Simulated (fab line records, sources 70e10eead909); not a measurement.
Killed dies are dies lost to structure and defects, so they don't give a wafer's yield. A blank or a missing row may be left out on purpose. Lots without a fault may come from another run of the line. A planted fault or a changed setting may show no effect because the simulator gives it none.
Chamber matching | flow nand_harc | NHARC_P_M1_DESCUM_14 on rie_diel-12: 4 sister chambers
The step chemistry O2, time 3 s. 4 wafers are shown with their chamber, then 12 later ones without.

WAFERS WITH THEIR CHAMBER
wafer  | chamber | drypump_motor_current_A (A)
L079.5 | 3       | 5.6
L087.1 | 2       | 5.3
L087.5 | 1       | 5.8
L087.6 | 0       | 6.6

WAFERS WITHOUT THEIR CHAMBER
wafer  | drypump_motor_current_A (A)
L091.1 | 5.3
L091.4 | 5.8
L091.6 | 5.8
L093.1 | 5.5
L093.3 | 5.8
L093.4 | 6.6
L094.2 | 5.3
L094.5 | 5.8
L094.6 | 5.3
L095.1 | 5.3
L095.2 | 5.8
L095.3 | 6.6

WHICH CHAMBER EACH WENT THROUGH
wafer  | from the rows above | in truth
L091.1 | 2                   | 2
L091.4 | 1                   | 1
L091.6 | 1                   | 1
L093.1 | 3                   | 3
L093.3 | 1                   | 1
L093.4 | 0                   | 0
L094.2 | 2                   | 2
L094.5 | 1                   | 1
L094.6 | 2                   | 2
L095.1 | 2                   | 2
L095.2 | 1                   | 1
L095.3 | 0                   | 0
Placed correctly: 12 of 12. Can't be placed from these rows: 0. Placed wrongly: 0.
How it was worked out, from the rows above alone: a wafer's distance from a chamber is the root of the sum, over the readings, of the square of ((its reading less the chamber's mean) divided by the reading's scatter). The wafer belongs to the nearest chamber; if the next one is less than 2 further off, it can't be placed. A chamber's mean is the mean of its shown wafers. The scatter: with one shown wafer a chamber, the root of the mean of the squares of how far each hidden wafer lies from its nearest shown one.
